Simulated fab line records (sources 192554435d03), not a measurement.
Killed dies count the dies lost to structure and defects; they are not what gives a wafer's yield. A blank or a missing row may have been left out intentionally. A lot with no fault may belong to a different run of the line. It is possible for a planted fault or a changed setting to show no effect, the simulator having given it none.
Matching of chambers | flow n5 finfet | N5_STI_FIN_REVEAL_ALD_00 on ald sin-03 has 4 sister chambers
The step deposits SiO2, target thk 1 nm, pulse time 1 s. 20 wafers are shown with their chamber, then 10 later ones without.

== WAFERS PAIRED WITH THEIR CHAMBERS ==
wafer  | chamber | heater power w (W) | precursor pulse height rel
L075.1 | 2       | 482                | 1.007
L075.2 | 1       | 483                | 1.012
L075.3 | 3       | 559                | 1.032
L075.4 | 2       | 484                | 1.002
L075.5 | 3       | 564                | 0.999
L075.6 | 1       | 477                | 0.988
L076.2 | 3       | 557                | 0.984
L076.4 | 2       | 483                | 0.984
L076.6 | 1       | 468                | 1.005
L083.2 | 2       | 464                | 0.973
L083.3 | 1       | 489                | 1.023
L083.6 | 3       | 548                | 0.999
L085.1 | 3       | 541                | 1.013
L085.4 | 2       | 471                | 1.035
L085.5 | 0       | 421                | 0.999
L088.1 | 2       | 484                | 0.967
L088.2 | 3       | 552                | 1.015
L088.3 | 1       | 477                | 1.017
L088.4 | 0       | 427                | 1.015
L088.5 | 2       | 473                | 0.975

SIGNATURES (averages over the wafers above)
reading                    | chamber 0 | chamber 1 | chamber 2 | chamber 3 | scatter within a chamber
heater power w             | 424.00    | 478.80    | 477.29    | 553.50    | 7.84
precursor pulse height rel | 1.00700   | 1.00900   | 0.99186   | 1.00700   | 0.019
Rule: a wafer lies at a distance from a chamber equal to the root of the sum of squares, over the readings, of (its reading less the chamber's mean, divided by the reading's scatter). If the next closest chamber is less than 2 further off than the closest, the wafer can't be placed; otherwise it belongs to the closest. The scatter is the square root of a quotient: the sum, over the shown wafers, of each reading's squared deviation from its chamber's mean, divided by wafers minus chambers.

== WAFERS WHOSE CHAMBER IS MISSING ==
wafer  | heater power w (W) | precursor pulse height rel
L088.6 | 477                | 1.030
L093.2 | 426                | 0.968
L093.4 | 490                | 1.019
L093.6 | 485                | 0.994
L095.2 | 478                | 0.969
L095.4 | 486                | 0.971
L095.6 | 483                | 0.974
L097.2 | 479                | 0.990
L097.3 | 557                | 1.021
L097.5 | 427                | 1.024

== CHAMBER TAKEN BY EACH ==
wafer  | from the rows above     | in truth
L088.6 | can't be placed: 1 or 2 | 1
L093.2 | 0                       | 0
L093.4 | can't be placed: 1 or 2 | 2
L093.6 | can't be placed: 2 or 1 | 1
L095.2 | can't be placed: 2 or 1 | 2
L095.4 | can't be placed: 2 or 1 | 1
L095.6 | can't be placed: 2 or 1 | 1
L097.2 | can't be placed: 2 or 1 | 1
L097.3 | 3                       | 3
L097.5 | 0                       | 0
Correct placement for 3 of the 10. Cannot be placed on the basis of these rows: 7; the candidates contain the true chamber in 7. Placed wrongly: 0.
